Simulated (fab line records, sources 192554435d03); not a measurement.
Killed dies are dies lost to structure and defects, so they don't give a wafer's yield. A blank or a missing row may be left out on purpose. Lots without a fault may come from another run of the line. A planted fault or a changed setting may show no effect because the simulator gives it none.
fab line records | flow n5_finfet
record lots=7 wafers=21 last_day=15
route steps=1938 shown BEOL_M1@757 BEOL_M4@1111
lots that met no fault: from a run of the same line without faults
start_h: hours from the record's first day to the start of the lot's first wafer shown | wait_h: hours since the lot's step before | " the same as in the row above | L1.1+2: a row that stands for several wafers | - no value, or no start given | * or withheld: withheld | < > ~ a bound
route shown NAME@n: a module of which the file shows steps, and the number in the route of the first | usual: mean/standard deviation of fault-free wafers | same: alike in all rows | chamber/n: place in a boat | sites: the reading at each site | _std_site: their standard deviation | _edge_site: outer sites' mean less inner sites' | radius_mm: how far each site lies from the wafer's centre | mask NAME#n: copy n | behind: the tool/chamber that last shaped the wafer | hold: why the lot was held/for how many hours/how that ended | device: the transistor (n, p or np) that didn't switch | end of line: the same wafers' tests at the end of the route | a step without rows: its recipe alone | killed: dies lost to structure and defects at the first sort, not the wafer's yield | map: a wafer's dies, x killed, . not, _ none there
set.NAME: the setting as run; set.NAME@STEP: as run at that earlier step | model.NAME: the simulator's own value behind a step, which no gauge read
lots at some steps of the route; a table a step, a row a wafer
services: from which hour (start_h, from the record's first day; less than 0 if before it) a tool's chamber was out of use, for how many hours, and why
## steps
# step N5_BEOL_M1_COAT_73
# recipe resist=underlayer temp_c=205 time_s=60 spin_rpm=1500 resist_thk_nm=5
# step N5_BEOL_M1_COAT_05
# recipe resist=CAR-EUV spin_rpm=1500 resist_thk_nm=30
# step N5_BEOL_M1_EBR_07
# recipe solvent=PGMEA ebr_width_mm=1.5
# step N5_BEOL_M1_SOFTBAKE_06
# recipe temp_c=110 time_s=60 resist=CAR-EUV
# step N5_BEOL_M1_EXPOSE_08
# recipe mask_id=M1 na=0.33 source_shape=dipole sigma_inner=0.369 sigma_outer=0.767 polarization=unpolarized dose_mj=33
# step N5_BEOL_M1_PEB_09
# recipe peb_temp_c=100 peb_time_s=60 resist=CAR-EUV
# step N5_BEOL_M1_DEVELOP_10
# recipe develop_time_s=30 developer=TMAH resist=CAR-EUV rinse_liquid=surfactant_rinse dry=air_spin dev_temp_c=23
# step N5_BEOL_M1_CD_MEAS_11
# recipe target_cd_nm=17.05 landing_energy_ev=500 detector=se_inlens polarity=opening
# usual cd_nm=16.96/0.23
# columns lot.wafer tool chamber start_h wait_h cd_nm
L339.2 cd_sem-01 0 145.11 - 17.21
L339.3 " 0 " " 17.23
L339.5 " 0 " " 17.03
L341.2 cd_sem-02 0 157.18 - 17.09
L341.5 " 0 " " 17.16
L341.6 " 0 " " 17.11
L347.2 cd_sem-03 0 194.75 - 16.70
L347.5 " 0 " " 16.54
L347.6 " 0 " " 16.73
L348.1 cd_sem-01 0 205.29 - 17.02
L348.2 " 0 " " 17.07
L348.4 " 0 " " 17.32
L349.4 cd_sem-01 0 205.61 - 17.08
L349.5 " 0 " " 16.60
L349.6 " 0 " " 16.96
L350.2 cd_sem-03 0 219.66 - 16.85
L350.3 " 0 " " 17.06
L350.5 " 0 " " 16.91
L351.3 cd_sem-01 0 223.10 - 16.90
L351.4 " 0 " " 16.57
L351.6 " 0 " " 17.32
# step N5_BEOL_M1_OVL_MEAS_12
# recipe points_per_wafer=522
# usual M1_OVL=-0.1/0.63
# columns lot.wafer tool chamber start_h wait_h M1_OVL[nm]
L339.2 overlay-01 0 145.15 0.0 -0.7
L339.3 " 0 " " -0.1
L339.5 " 0 " " 0.4
L341.2 overlay-01 0 157.21 0.0 0.2
L341.5 " 0 " " -0.7
L341.6 " 0 " " -0.3
L347.2 overlay-01 0 194.79 0.0 0.3
L347.5 " 0 " " -0.2
L347.6 " 0 " " -0.6
L348.1 overlay-01 0 205.32 0.0 1.5
L348.2 " 0 " " 0.9
L348.4 " 0 " " 0.2
L349.4 overlay-02 0 205.66 0.0 -0.5
L349.5 " 0 " " -0.5
L349.6 " 0 " " -0.6
L350.2 overlay-02 0 219.69 0.0 0.0
L350.3 " 0 " " 1.1
L350.5 " 0 " " -0.7
L351.3 overlay-01 0 223.15 0.0 -0.2
L351.4 " 0 " " -0.2
L351.6 " 0 " " -0.3
# step N5_BEOL_M1_INSPECT_13
# recipe mode=adi inspect_instrument=brightfield
# usual raw_defect_count=443/120
# columns lot.wafer tool chamber start_h wait_h raw_defect_count
L339.2 defect_inspect-01 - 145.20 0.0 408
L339.3 " - " " 375
L339.5 " - " " 425
L341.2 defect_inspect-01 - 157.26 0.0 273
L341.5 " - " " 272
L341.6 " - " " 291
L347.2 defect_inspect-01 - 194.84 0.0 489
L347.5 " - " " 372
L347.6 " - " " 414
L348.1 defect_inspect-02 - 205.38 0.1 659
L348.2 " - " " 467
L348.4 " - " " 462
L349.4 defect_inspect-02 - 205.70 0.0 530
L349.5 " - " " 424
L349.6 " - " " 346
L350.2 defect_inspect-01 - 219.74 0.0 464
L350.3 " - " " 381
L350.5 " - " " 341
L351.3 defect_inspect-02 - 223.20 0.0 673
L351.4 " - " " 663
L351.6 " - " " 515
# step N5_BEOL_M1_DESCUM_16
# recipe chemistry=O2 time_s=7 source_power_w=50 bias_power_w=20 pressure_mtorr=20 rf_frequency_hz=2.712e+07 temp_c=40 resist=CAR-EUV o2_flow_sccm=225
# usual chamber_pressure_mTorr=20.001/0.018 drypump_motor_current_A=5.5/0.45 oes_product_au=0.76/0.076 rf_fwd_power_W=49.33/0.23 rf_vpp_V=243.3/1.2 showerhead_plenum_p_Torr=2.10/0.066 throttle_valve_pct=20.42/0.24
# columns lot.wafer tool chamber start_h wait_h chamber_pressure_mTorr drypump_motor_current_A oes_product_au rf_fwd_power_W rf_hours_counter_h rf_vpp_V showerhead_plenum_p_Torr throttle_valve_pct
L339.2 rie_diel-06 1 145.23 0.0 19.989 5.3 0.88 49.23 51 245.3 2.13 20.47
L339.3 " 2 " " 19.999 5.7 0.77 49.41 127 243.8 2.01 20.77
L339.5 " 1 " " 19.992 5.3 0.89 49.21 - 242.7 2.13 20.47
L341.2 rie_diel-05 1 157.30 0.0 19.999 5.6 0.69 49.46 242 241.3 1.97 20.75
L341.5 " 3 " " 20.020 5.4 0.75 49.31 - 245.0 2.19 20.38
L341.6 " 2 " " 20.014 6.0 0.69 49.11 - 241.6 2.06 20.72
L347.2 rie_diel-05 2 194.87 0.0 19.988 6.0 0.69 49.31 242 243.4 2.06 20.73
L347.5 " 0 " " 19.984 5.3 0.75 49.19 - 242.0 2.08 20.13
L347.6 " 2 " " 19.978 6.0 0.68 49.21 - 242.4 2.06 20.72
L348.1 rie_diel-03 1 205.41 0.0 19.966 5.2 0.70 49.06 210 244.1 2.15 20.38
L348.2 " 3 " " 20.011 5.1 0.83 49.22 100 242.6 2.11 20.29
L348.4 " 2 " " 20.015 4.8 0.94 48.77 7 241.3 2.06 19.90
L349.4 rie_diel-06 3 205.73 0.0 19.982 6.8 0.88 49.32 46 243.9 2.12 20.15
L349.5 " 3 " " 20.008 6.8 0.87 49.28 - 243.8 2.12 20.16
L349.6 " 0 " " 19.987 5.5 0.75 49.53 - 242.5 2.01 20.65
L350.2 rie_diel-03 0 220.50 0.8 20.004 5.3 0.70 49.61 204 245.2 2.16 20.45
L350.3 " 0 " " 19.955 5.3 0.70 49.41 - 243.7 2.16 20.46
L350.5 " 0 " " 19.999 5.3 0.70 49.43 - 243.5 2.16 20.47
L351.3 rie_diel-03 2 223.23 0.0 19.995 4.8 0.94 49.07 9 242.8 2.05 19.90
L351.4 " 1 " " 20.020 5.2 0.69 49.21 - 244.6 2.15 20.41
L351.6 " 2 " " 20.041 4.8 0.93 49.14 - 244.3 2.05 19.90
# step N5_BEOL_M1_ETCH_74
# recipe chemistry=N2/H2 target=underlayer target_depth_a=65 mask_material=CAR-EUV time_s=5.2 ion_energy_ev=200 pressure_mtorr=30 source_w=840 bias_w=150 n2_flow_sccm=200 h2_flow_sccm=200 ends=cleared
# usual bias_w=150.0/0.43 chamber_pressure_mTorr=30.00/0.04 drypump_motor_current_A=5.5/0.44 etch_rf_on_time_s=5.24/0.092 oes_product_au=0.65/0.065 rf_fwd_power_W=819.3/2.9 rf_vpp_V=524.2/2.4 showerhead_plenum_p_Torr=2.56/0.082 throttle_valve_pct=17.86/0.28
# columns lot.wafer tool chamber start_h wait_h bias_w chamber_pressure_mTorr drypump_motor_current_A etch_rf_on_time_s oes_product_au rf_fwd_power_W rf_hours_counter_h rf_vpp_V showerhead_plenum_p_Torr throttle_valve_pct
L339.2 rie_diel-06 1 145.27 0.0 150.4 29.96 5.4 5.15 0.75 816.8 51 524.4 2.59 17.94
L339.3 " 2 " " 149.8 29.96 5.7 5.28 0.64 815.7 127 521.1 2.46 18.30
L339.5 " 1 " " 150.1 30.03 5.3 5.19 0.75 818.9 - 523.4 2.59 17.93
L341.2 rie_diel-05 1 157.33 0.0 149.8 30.02 5.6 5.11 0.59 821.5 242 520.6 2.40 18.23
L341.5 " 3 " " 150.4 30.04 5.4 5.28 0.64 820.8 - 526.2 2.65 17.74
L341.6 " 2 " " 150.4 29.95 6.0 5.31 0.59 821.9 - 522.3 2.50 18.25
L347.2 rie_diel-05 2 194.91 0.0 150.6 29.97 6.0 5.32 0.58 817.9 242 522.9 2.50 18.25
L347.5 " 0 " " 150.0 29.98 5.3 5.27 0.64 818.9 - 523.0 2.54 17.53
L347.6 " 2 " " 149.7 30.08 6.0 5.35 0.58 819.3 - 522.0 2.50 18.27
L348.1 rie_diel-03 1 205.45 0.0 149.5 29.99 5.2 5.39 0.59 814.2 210 526.6 2.62 17.90
L348.2 " 3 " " 149.6 30.04 5.1 5.22 0.72 817.3 100 523.6 2.56 17.66
L348.4 " 2 " " 149.2 29.91 4.8 5.11 0.81 821.1 7 524.1 2.49 17.27
L349.4 rie_diel-06 3 205.77 0.0 149.5 30.04 6.8 5.12 0.75 817.3 46 526.1 2.58 17.56
L349.5 " 3 " " 150.7 29.97 6.8 5.13 0.75 814.7 - 525.3 2.58 17.58
L349.6 " 0 " " 150.3 29.99 5.5 5.12 0.66 820.4 - 518.6 2.43 18.01
L350.2 rie_diel-03 0 220.56 0.0 149.6 29.99 5.3 5.36 0.59 822.2 204 524.2 2.63 17.94
L350.3 " 0 " " 149.4 29.99 5.3 5.28 0.59 818.2 - 526.3 2.63 17.97
L350.5 " 0 " " 149.5 29.98 5.3 5.33 0.59 823.2 - 525.1 2.63 17.94
L351.3 rie_diel-03 2 223.27 0.0 149.8 29.99 4.8 5.24 0.79 821.8 9 522.2 2.49 17.27
L351.4 " 1 " " 148.8 30.07 5.2 5.35 0.60 816.2 - 525.8 2.62 17.93
L351.6 " 2 " " 150.1 30.03 4.8 5.20 0.80 821.8 - 522.4 2.49 17.26
# step N5_BEOL_M1_ETCH_63
# recipe chemistry=CF4 target=SiARC target_depth_a=156 mask_material=CAR-EUV time_s=26 ion_energy_ev=80 pressure_mtorr=40 source_w=545 bias_w=36 Ar_flow_sccm=100 cf4_flow_sccm=100 ends=cleared
# usual bias_w=36.01/0.11 cf4_flow_sccm=100.0/0.31 chamber_pressure_mTorr=40.01/0.098 drypump_motor_current_A=5.5/0.45 etch_rf_on_time_s=26.3/0.43 oes_product_au=0.65/0.065 rf_fwd_power_W=532.0/1.9 rf_vpp_V=184.2/1 showerhead_plenum_p_Torr=2.16/0.063 throttle_valve_pct=15.65/0.23
# columns lot.wafer tool chamber start_h wait_h bias_w cf4_flow_sccm chamber_pressure_mTorr drypump_motor_current_A etch_rf_on_time_s oes_product_au rf_fwd_power_W rf_hours_counter_h rf_vpp_V showerhead_plenum_p_Torr throttle_valve_pct model.CAR-EUV_of_BEOL_M1_COAT_05.thk_nm
L339.2 rie_diel-06 1 145.28 0.0 36.11 100.0 39.98 5.4 26.0 0.75 530.0 51 185.0 2.18 15.61 11.2
L339.3 " 2 " " 36.12 100.3 39.96 5.7 26.5 0.64 531.3 127 185.2 2.07 15.95 11.2
L339.5 " 1 " " 36.06 99.3 39.97 5.4 26.1 0.75 528.2 - 183.3 2.18 15.61 11
L341.2 rie_diel-05 1 157.35 0.0 35.79 100.1 39.99 5.6 25.9 0.60 528.8 242 182.4 2.03 16.04 11.2
L341.5 " 3 " " 35.95 100.3 39.95 5.4 26.6 0.63 530.7 - 186.2 2.23 15.63 11
L341.6 " 2 " " 36.13 100.4 39.96 6.0 26.5 0.59 531.0 - 184.3 2.12 15.94 11
L347.2 rie_diel-05 2 194.93 0.0 - - - - - - - - - - - 20.2
L347.5 " 0 " " - - - - - - - - - - - 20.4
L347.6 " 2 " " - - - - - - - - - - - 20.4
L348.1 rie_diel-03 1 205.46 0.0 - - - - - - - - - - - 20.2
L348.2 " 3 " " - - - - - - - - - - - 20.4
L348.4 " 2 " " - - - - - - - - - - - 20.4
L349.4 rie_diel-06 3 205.78 0.0 - - - - - - - - - - - 20.2
L349.5 " 3 " " - - - - - - - - - - - 20.4
L349.6 " 0 " " - - - - - - - - - - - 20.4
L350.2 rie_diel-03 0 220.58 0.0 35.99 100.3 40.02 5.3 26.4 0.60 532.1 204 183.6 2.20 15.66 11.2
L350.3 " 0 " " 36.09 100.3 40.05 5.3 26.7 0.59 532.8 - 185.6 2.20 15.66 11
L350.5 " 0 " " 35.79 99.9 39.99 5.3 26.4 0.60 533.1 - 182.6 2.20 15.64 11
L351.3 rie_diel-03 2 223.28 0.0 36.17 99.7 40.01 4.8 26.3 0.79 533.4 9 184.2 2.11 15.07 11
L351.4 " 1 " " 36.07 100.1 40.01 5.2 26.9 0.59 535.2 - 184.9 2.21 15.72 11
L351.6 " 2 " " 36.08 100.1 40.02 4.8 26.4 0.79 534.2 - 184.6 2.11 15.06 11
# step N5_BEOL_M1_ETCH_64
# recipe chemistry=N2/H2 target=SOC target_depth_a=750 overetch_a=150 mask_material=SiARC temp_c=40 time_s=112.5 ion_energy_ev=200 pressure_mtorr=30 source_w=840 bias_w=150 n2_flow_sccm=200 h2_flow_sccm=200
# usual bias_w=150.0/0.5 chamber_pressure_mTorr=29.999/0.027 drypump_motor_current_A=5.5/0.45 oes_product_au=0.61/0.057 rf_fwd_power_W=836.5/2.7 rf_vpp_V=524.3/2.3 showerhead_plenum_p_Torr=2.56/0.082 throttle_valve_pct=17.82/0.28
# columns lot.wafer tool chamber start_h wait_h bias_w chamber_pressure_mTorr drypump_motor_current_A oes_product_au rf_fwd_power_W rf_hours_counter_h rf_vpp_V showerhead_plenum_p_Torr throttle_valve_pct
L339.2 rie_diel-06 1 145.31 0.0 149.9 30.068 5.3 0.70 832.7 51 524.3 2.59 17.88
L339.3 " 2 " " 150.5 30.009 5.7 0.59 838.2 127 521.8 2.46 18.24
L339.5 " 1 " " 150.0 30.010 5.3 0.69 834.8 - 526.1 2.59 17.88
L341.2 rie_diel-05 1 157.38 0.0 150.0 30.003 5.6 0.55 836.4 242 519.9 2.40 18.20
L341.5 " 3 " " 151.0 30.008 5.4 0.60 843.1 - 526.9 2.65 17.72
L341.6 " 2 " " 150.0 29.995 6.0 0.55 836.5 - 523.7 2.50 18.22
L347.2 rie_diel-05 2 194.95 0.0 150.5 30.011 6.0 0.26 829.7 242 522.4 2.50 18.20
L347.5 " 0 " " 150.1 29.993 5.3 0.29 835.2 - 522.8 2.54 17.47
L347.6 " 2 " " 149.7 30.023 6.0 0.26 837.2 - 522.7 2.50 18.19
L348.1 rie_diel-03 1 205.49 0.0 148.9 29.995 5.2 0.26 834.2 210 526.8 2.62 17.82
L348.2 " 3 " " 149.2 30.027 5.1 0.31 835.5 100 524.5 2.56 17.61
L348.4 " 2 " " 149.9 29.973 4.8 0.35 834.9 8 522.4 2.49 17.18
L349.4 rie_diel-06 3 205.81 0.0 148.4 30.008 6.8 0.32 843.2 46 524.5 2.58 17.46
L349.5 " 3 " " 149.5 29.964 6.8 0.32 841.2 - 525.4 2.58 17.47
L349.6 " 0 " " 150.2 30.000 5.5 0.29 840.0 - 521.7 2.43 17.92
L350.2 rie_diel-03 0 220.62 0.0 149.8 30.005 5.3 0.56 833.8 204 526.5 2.63 17.91
L350.3 " 0 " " 149.5 29.974 5.3 0.56 834.3 - 527.0 2.63 17.91
L350.5 " 0 " " 149.3 30.038 5.3 0.56 837.2 - 525.1 2.63 17.92
L351.3 rie_diel-03 2 223.31 0.0 150.2 29.998 4.8 0.73 835.0 9 522.2 2.49 17.21
L351.4 " 1 " " 150.8 30.003 5.1 0.56 833.6 - 526.3 2.62 17.86
L351.6 " 2 " " 150.6 29.990 4.8 0.74 835.1 - 522.5 2.49 17.22
# step N5_BEOL_M1_STRIP_65
# recipe chemistry=N2/H2 temp_c=40 n2_flow_sccm=200 h2_flow_sccm=200 rf_frequency_hz=6e+07
# step N5_BEOL_M1_STRIP_75
# recipe chemistry=N2/H2 temp_c=40 n2_flow_sccm=200 h2_flow_sccm=200 rf_frequency_hz=6e+07
# step N5_BEOL_M1_STRIP_66
# recipe chemistry=CF4 resist=SiARC power_w=300 bias_power_w=75 pressure_mtorr=50 cf4_flow_sccm=150 rf_frequency_hz=6e+07
# usual cf4_flow_sccm=150.0/0.43 chamber_pressure_mTorr=50.00/0.046 drypump_motor_current_A=5.5/0.44 oes_product_au=0.76/0.072 rf_fwd_power_W=292.6/0.93 rf_vpp_V=271.4/1.4 showerhead_plenum_p_Torr=1.80/0.053 throttle_valve_pct=13.62/0.24
# columns lot.wafer tool chamber start_h wait_h cf4_flow_sccm chamber_pressure_mTorr drypump_motor_current_A oes_product_au rf_fwd_power_W rf_hours_counter_h rf_vpp_V showerhead_plenum_p_Torr throttle_valve_pct
L339.2 rie_diel-06 1 145.44 0.0 149.8 50.01 5.3 0.87 293.6 51 272.3 1.83 13.57
L339.3 " 2 " " 149.1 50.00 5.7 0.75 291.8 127 268.4 1.74 13.91
L339.5 " 1 " " 150.1 50.00 5.3 0.87 291.9 - 271.9 1.83 13.56
L341.2 rie_diel-05 1 157.50 0.0 149.8 50.02 5.6 0.69 293.0 242 269.0 1.70 14.00
L341.5 " 3 " " 149.9 50.01 5.4 0.74 291.8 - 271.9 1.87 13.60
L341.6 " 2 " " 149.6 50.07 6.0 0.69 291.6 - 271.6 1.77 13.95
L347.2 rie_diel-05 2 195.08 0.0 149.8 50.00 6.0 0.68 290.6 242 270.8 1.77 13.98
L347.5 " 0 " " 150.8 50.03 5.3 0.76 293.8 - 270.5 1.79 13.43
L347.6 " 2 " " 150.7 50.04 6.0 0.68 292.1 - 270.3 1.77 13.96
L348.1 rie_diel-03 1 205.62 0.0 150.0 50.01 5.2 0.71 291.0 210 272.6 1.85 13.69
L348.2 " 3 " " 150.3 50.03 5.1 0.82 293.4 100 271.2 1.81 13.46
L348.4 " 2 " " 149.8 50.09 4.8 0.93 293.1 8 271.1 1.76 13.01
L349.4 rie_diel-06 3 205.94 0.0 150.0 50.00 6.8 0.86 292.0 46 272.2 1.82 13.32
L349.5 " 3 " " 149.5 50.10 6.7 0.86 294.2 - 271.0 1.82 13.33
L349.6 " 0 " " 150.0 49.93 5.4 0.75 292.8 - 270.2 1.72 13.79
L350.2 rie_diel-03 0 220.81 0.0 150.8 50.06 5.3 0.69 291.0 204 272.4 1.85 13.67
L350.3 " 0 " " 150.2 50.07 5.3 0.69 293.4 - 271.8 1.85 13.66
L350.5 " 0 " " 150.4 49.97 5.3 0.70 292.5 - 271.3 1.85 13.66
L351.3 rie_diel-03 2 223.44 0.0 150.0 50.03 4.8 0.92 293.2 10 270.8 1.76 13.02
L351.4 " 1 " " 149.9 50.00 5.2 0.70 293.5 - 273.3 1.85 13.71
L351.6 " 2 " " 150.0 50.01 4.8 0.92 291.1 - 270.8 1.76 13.02
# step N5_BEOL_M1_HM_OPEN_17
# recipe chemistry=Cl2/BCl3 target_depth_a=200 overetch_a=60 target=TiN mask_material=SOC ion_energy_ev=150 pressure_mtorr=10 icp_w=1000 bias_w=126 Cl2_flow_sccm=53.25 bcl3_flow_sccm=21.75 Ar_flow_sccm=25
# usual chamber_pressure_mTorr=10.000/0.0097 drypump_motor_current_A=6.1/0.48 oes_product_au=0.67/0.071 rf_fwd_power_W=992/4.9 throttle_valve_pct=22.16/0.2
# columns lot.wafer tool chamber start_h wait_h chamber_pressure_mTorr drypump_motor_current_A oes_product_au rf_fwd_power_W rf_hours_counter_h throttle_valve_pct
L339.2 rie_metal-02 1 145.54 0.1 9.996 6.5 0.69 992 36 21.81
L339.3 " 0 " " 10.009 6.6 0.70 989 - 22.33
L339.5 " 1 " " 9.998 6.5 0.69 996 - 21.79
L341.2 rie_metal-03 1 157.54 0.0 10.000 5.2 0.83 992 2 22.23
L341.5 " 1 " " 10.006 5.3 0.82 994 - 22.24
L341.6 " 0 " " 10.004 6.2 0.67 993 - 22.05
L347.2 rie_metal-01 0 195.12 0.0 9.998 6.0 0.25 991 97 22.97
L347.5 " 1 " " 9.989 5.6 0.30 996 - 22.77
L347.6 " 0 " " 9.997 6.1 0.24 993 - 22.97
L348.1 rie_metal-01 1 205.66 0.0 10.006 5.5 0.30 1000 31 22.78
L348.2 " 0 " " 10.004 6.0 0.24 992 98 22.98
L348.4 " 0 " " 9.997 6.0 0.24 991 - 22.97
L349.4 rie_metal-02 0 206.01 0.1 10.004 6.6 0.30 987 - 23.00
L349.5 " 0 " " 10.001 6.6 0.30 989 - 22.99
L349.6 " 1 " " 10.001 6.5 0.30 994 - 22.46
L350.2 rie_metal-03 0 220.86 0.0 10.004 6.2 0.65 989 44 22.07
L350.3 " 0 " " 9.993 6.2 0.64 991 - 22.09
L350.5 " 0 " " 10.002 6.2 0.64 990 - 22.09
L351.3 rie_metal-01 0 223.51 0.1 9.995 6.1 0.55 996 - 22.33
L351.4 " 1 " " 10.004 5.6 0.66 990 - 22.14
L351.6 " 0 " " 9.978 6.0 0.55 991 - 22.34
# step N5_BEOL_M1_STRIP_19
# recipe chemistry=O2 power_w=400 temp_c=40 pressure_mtorr=30 rf_frequency_hz=6e+07 bias_power_w=0 overash_fraction=0.2 o2_flow_sccm=225
# usual chamber_pressure_mTorr=29.998/0.027 drypump_motor_current_A=5.5/0.5 oes_product_au=0.79/0.085 rf_vpp_V=3.6/0.48 showerhead_plenum_p_Torr=2.10/0.067 throttle_valve_pct=16.67/0.25
# columns lot.wafer tool chamber start_h wait_h chamber_pressure_mTorr drypump_motor_current_A oes_product_au rf_hours_counter_h rf_vpp_V showerhead_plenum_p_Torr throttle_valve_pct
L339.2 rie_diel-03 0 145.65 0.1 29.972 5.3 0.72 179 3.0 2.17 16.67
L339.3 " 3 " " 29.997 5.1 0.85 81 3.5 2.12 16.50
L339.5 " 3 " " 29.996 5.1 0.85 - 2.9 2.12 16.50
L341.2 rie_diel-06 0 157.66 0.1 29.998 5.5 0.76 143 4.0 2.02 16.87
L341.5 " 3 " " 30.010 6.8 0.91 - 3.5 2.13 16.37
L341.6 " 0 " " 30.032 5.5 0.77 - 4.0 2.02 16.88
L347.2 rie_diel-05 2 195.24 0.1 29.981 6.0 0.69 242 4.0 2.06 16.98
L347.5 " 3 " " 29.996 5.4 0.73 - 3.2 2.18 16.70
L347.6 " 0 " " 30.056 5.3 0.76 - 4.6 2.08 16.43
L348.1 rie_diel-03 3 205.89 0.2 29.997 5.1 0.83 100 4.2 2.11 16.52
L348.2 " 0 " " 30.004 5.3 0.70 199 3.2 2.17 16.72
L348.4 " 2 " " 29.980 4.8 0.94 8 3.7 2.06 16.13
L349.4 rie_diel-06 0 206.09 0.1 30.034 5.4 0.75 159 3.9 2.01 16.90
L349.5 " 1 " " 29.974 5.3 0.86 - 3.4 2.13 16.68
L349.6 " 0 " " 30.000 5.5 0.75 - 3.1 2.01 16.88
L350.2 rie_diel-03 2 221.23 0.3 29.980 4.8 0.93 8 4.0 2.06 16.14
L350.3 " 1 " " 29.987 5.2 0.69 216 3.6 2.16 16.69
L350.5 " 1 " " 30.012 5.2 0.69 - 3.7 2.16 16.70
L351.3 rie_diel-06 2 223.59 0.1 30.045 5.7 0.73 152 4.0 2.01 17.01
L351.4 " 3 " " 30.013 6.7 0.85 52 3.5 2.13 16.42
L351.6 " 3 " " 30.046 6.8 0.86 - 4.2 2.13 16.41
# step N5_BEOL_M1_CD_MEAS_18
# recipe pitch_nm=36 target_cd_nm=18
# usual cd_nm=17.93/0.26
# columns lot.wafer tool chamber start_h wait_h cd_nm
L339.2 cd_sem-03 - 145.72 0.1 18.39
L339.3 " - " " 18.04
L339.5 " - " " 17.98
L341.2 cd_sem-01 - 157.73 0.1 18.06
L341.5 " - " " 17.80
L341.6 " - " " 18.00
L347.2 cd_sem-01 - 195.31 0.1 -
L347.5 " - " " -
L347.6 " - " " -
L348.1 cd_sem-01 - 205.96 0.0 -
L348.2 " - " " -
L348.4 " - " " -
L349.4 cd_sem-02 - 206.17 0.1 -
L349.5 " - " " -
L349.6 " - " " -
L350.2 cd_sem-02 - 221.30 0.1 18.27
L350.3 " - " " 17.92
L350.5 " - " " 17.98
L351.3 cd_sem-01 - 223.66 0.1 18.15
L351.4 " - " " 17.81
L351.6 " - " " 17.70
# step N5_BEOL_M1_COAT_67
# recipe resist=SOC temp_c=250 time_s=60 spin_rpm=1500 resist_thk_nm=60
# step N5_BEOL_M4_RC_MEAS_101
# usual DIBL_N=36.4/1.5 DIBL_P=36.4/1.6 IOFF_N=0.164/0.025 IOFF_P=0.214/0.028 ION_N=675/9.9 ION_P=463/6.5 SS_N=71.5/0.5 SS_P=73.3/0.56 VT_N=249.2/2.7 VT_P=-250.1/2.8
# columns lot.wafer tool chamber start_h wait_h DIBL_N[mV/V] DIBL_P[mV/V] IOFF_N[nA/um] IOFF_P[nA/um] ION_N[uA/um] ION_P[uA/um] SS_N[mV/dec] SS_P[mV/dec] VT_N[mV] VT_P[mV]
L339.2 prober-01 0 189.64 0.2 35.8 36.5 0.174 0.231 678 470 72.1 73.4 246.9 -250.3
L339.3 " 0 " " 35.8 36.3 0.167 0.224 679 462 71.1 73.7 248.5 -246.2
L339.5 " 0 " " 36.4 36.6 0.171 0.215 675 463 72.0 73.9 249.4 -249.3
L341.2 prober-01 0 205.09 0.2 36.7 37.9 0.170 0.231 676 466 72.4 73.5 250.0 -249.0
L341.5 " 0 " " 37.9 40.2 0.198 0.263 683 468 71.8 74.4 247.6 -246.9
L341.6 " 0 " " 37.3 39.3 0.174 0.245 674 458 72.2 74.0 248.1 -249.2
L350.2 prober-02 0 265.09 0.2 36.7 35.9 0.172 0.212 678 460 71.6 73.2 250.0 -252.2
L350.3 " 0 " " 35.6 34.0 0.149 0.185 679 466 71.0 72.5 251.9 -249.8
L350.5 " 0 " " 35.6 34.0 0.141 0.182 669 457 71.2 72.2 252.1 -252.6
L351.3 prober-02 0 270.10 0.7 34.1 33.4 0.139 0.180 680 469 70.3 73.1 249.9 -253.1
L351.4 " 0 " " 36.8 36.7 0.181 0.211 686 466 70.4 73.2 247.8 -249.4
L351.6 " 0 " " 35.2 35.4 0.157 0.195 676 469 70.7 72.9 247.9 -250.3
## services
# columns tool chamber start_h hours kind
rie_metal-03 1 121.91 - clean
rie_metal-02 0 123.42 13.7 repair
rie_metal-02 - 128.87 2.8 pm
rie_metal-02 - 132.12 2.2 repair
rie_metal-01 0 139.66 5.8 repair
rie_metal-01 0 145.57 27.8 repair
rie_metal-01 - 151.98 1.0 repair
rie_diel-06 3 158.92 1.5 repair
rie_diel-03 2 161.17 - clean
rie_diel-03 2 161.17 - consumable_replace:focus_ring
rie_diel-03 2 161.17 17.2 scheduled_down
rie_diel-03 2 161.17 17.2 vent_cycle
rie_diel-05 1 189.36 - clean
rie_diel-05 1 189.36 - consumable_replace:focus_ring
rie_diel-05 1 189.36 - consumable_replace:showerhead
rie_diel-05 1 189.36 17.0 scheduled_down
rie_diel-05 1 189.36 17.0 vent_cycle
rie_diel-03 2 208.36 12.5 repair
rie_diel-03 3 217.87 22.0 repair
rie_diel-05 2 219.60 - clean
rie_diel-05 2 219.60 - consumable_replace:focus_ring
rie_diel-05 2 219.60 16.4 scheduled_down
rie_diel-05 2 219.60 16.4 vent_cycle
## key
first_sign step=N5_BEOL_M1_ETCH_63 reading=tool_record direction=missing
effect step=N5_BEOL_M1_ETCH_64 reading=oes_product_au direction=down sigmas=5.5 usual=0.61 struck=0.30
effect step=N5_BEOL_M1_HM_OPEN_17 reading=oes_product_au direction=down sigmas=5.6 usual=0.67 struck=0.27
effect step=N5_BEOL_M1_CD_MEAS_18 reading=cd_nm direction=missing
model_effect step=N5_BEOL_M1_ETCH_63 value=CAR-EUV_of_BEOL_M1_COAT_05.thk_nm without=11.07 struck=20.33
met_at N5_BEOL_M1_ETCH_63
struck_wafers L347.2,L347.5,L347.6,L348.1,L348.2,L348.4,L349.4,L349.5,L349.6
later_rows_left_out L347.2,L347.5,L347.6,L348.1,L348.2,L348.4,L349.4,L349.5,L349.6
sort_left_out L347.2,L347.5,L347.6,L348.1,L348.2,L348.4,L349.4,L349.5,L349.6
onset_between 157.35 194.93
fault kind=skipped_step_whole tool=rie_diel-03,rie_diel-05,rie_diel-06 chamber=- onset_h=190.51 steps=N5_BEOL_M1_ETCH_63 scope=struck_lots_only
# sort_left_out: the simulated sort isn't trusted on such a fault, so these wafers' sort isn't shown, and their yield isn't known
# later_rows_left_out: the simulator's readings of these wafers behind a module that went badly wrong aren't trusted and aren't shown, but for the sort
